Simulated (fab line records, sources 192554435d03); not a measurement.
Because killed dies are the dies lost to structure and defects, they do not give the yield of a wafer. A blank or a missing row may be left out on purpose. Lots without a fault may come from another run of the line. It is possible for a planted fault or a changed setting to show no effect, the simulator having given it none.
Struck lot and sound lot, side by side    flow n5 finfet    26 out of 1938 route steps
Sound: the wafers L359.1, L359.2, L359.4. The struck wafers were L354.1, L354.3, L354.5. Last of all comes the cause.
For every step that has rows: the tool of each side, followed by ch and its chambers, followed by its first start. Under that, the readings that differ: sound wafers    struck wafers    difference of the means    sigmas: that difference in standard deviations of wafers without a fault.
alike: words and numbers the same on both sides, and readings whose means are apart by under 2 such deviations; not compared: readings that were withheld, readings missing a value for some wafer, numbers with overlapping values and no deviation given by the record, and bounds like >300 which may hide the same value.
Wherever a step has rows on one side only, a row that says differs or no value, or a row with sigmas, the two part there. Numbers that have no deviation but don't overlap get no sigmas and don't part them. A reading that every wafer of one side lacks parts them only if that side has two wafers or more.

first, 9 steps without rows for these wafers: N5_MIM_BOT_LITHO_SOFTBAKE_03 (time 90 s); N5_MIM_BOT_LITHO_EXPOSE_05 (exposes mask MIM BOT); N5_MIM_BOT_LITHO_PEB_06; N5_MIM_BOT_LITHO_DEVELOP_07 (develop time 60 s); N5_MIM_BOT_LITHO_HARDBAKE_09 (time 120 s); N5_MIM_BOT_LITHO_DESCUM_10 (chemistry O2, time 7.9 s); N5_MIM_BOT_ETCH_ETCH_04 (etches SiNx in CF4/O2, target depth 26 nm, time 13 s); N5_MIM_BOT_ETCH_ETCH_03 (etches the open film in Cl2/BCl3, target depth 12 nm); N5_MIM_BOT_ETCH_ETCH_00 (etches TiN in Cl2/BCl3, target depth 45.5 nm).
N5_MIM_BOT_ETCH_STRIP_01: strips in O2.
  sound on rie diel-04 ch 0,1,2, day 17 21:11; struck on rie diel-01 ch 0,2, day 16 18:00
  alike: chamber pressure mTorr, drypump motor current A, oes product au, rf vpp V, showerhead plenum p Torr, throttle valve pct
  not compared: rf hours counter h
then, 13 steps without rows for these wafers: N5_MIM_BOT_ETCH_STRIP_02 (strips in post etch residue remover, time 1200 s); N5_MIM_BOT_ETCH_CLEAN_05 (cleans in IPA, time 180 s); N5_MIM_BOT_ETCH_SRD_06 (time 30 s); N5_PASSIVATION_PECVD_55 (deposits SiO2 from SiH4/N2O, target thk 400 nm, time 22.5 s); N5_PASSIVATION_PECVD_01 (deposits SiNx from SiH4/NH3/N2, target thk 200 nm, time 43.2 s); N5_PASSIVATION_HMDS_03 (time 60 s); N5_PASSIVATION_COAT_04; N5_PASSIVATION_EBR_06; N5_PASSIVATION_SOFTBAKE_05 (time 90 s); N5_PASSIVATION_EXPOSE_07 (exposes mask TV, defocus 0 nm, target cd 3000 nm); N5_PASSIVATION_PEB_08; N5_PASSIVATION_DEVELOP_09 (develop time 60 s); N5_PASSIVATION_HARDBAKE_11 (time 120 s).
N5_PASSIVATION_INSPECT_61: inspects for defects (macro).
  struck on defect inspect-02, day 16 20:34; sound on defect inspect-02, day 17 22:16
reading           sound  struck          difference  sigmas
raw defect count  1 2 4  >300 >300 >300  differs     
then, 1 step without rows for these wafers: N5_PASSIVATION_DESCUM_12 (chemistry O2, time 7.9 s).
N5_PASSIVATION_PROBE_49:
  the record has rows for the struck wafers here (prober-02, day 17 03:25) and none for the sound ones

== WHERE THEY PART ==
Last at N5_PASSIVATION_PROBE_49 as far as this record goes, first at N5_PASSIVATION_INSPECT_61.

WHY: what had been put in by the simulator
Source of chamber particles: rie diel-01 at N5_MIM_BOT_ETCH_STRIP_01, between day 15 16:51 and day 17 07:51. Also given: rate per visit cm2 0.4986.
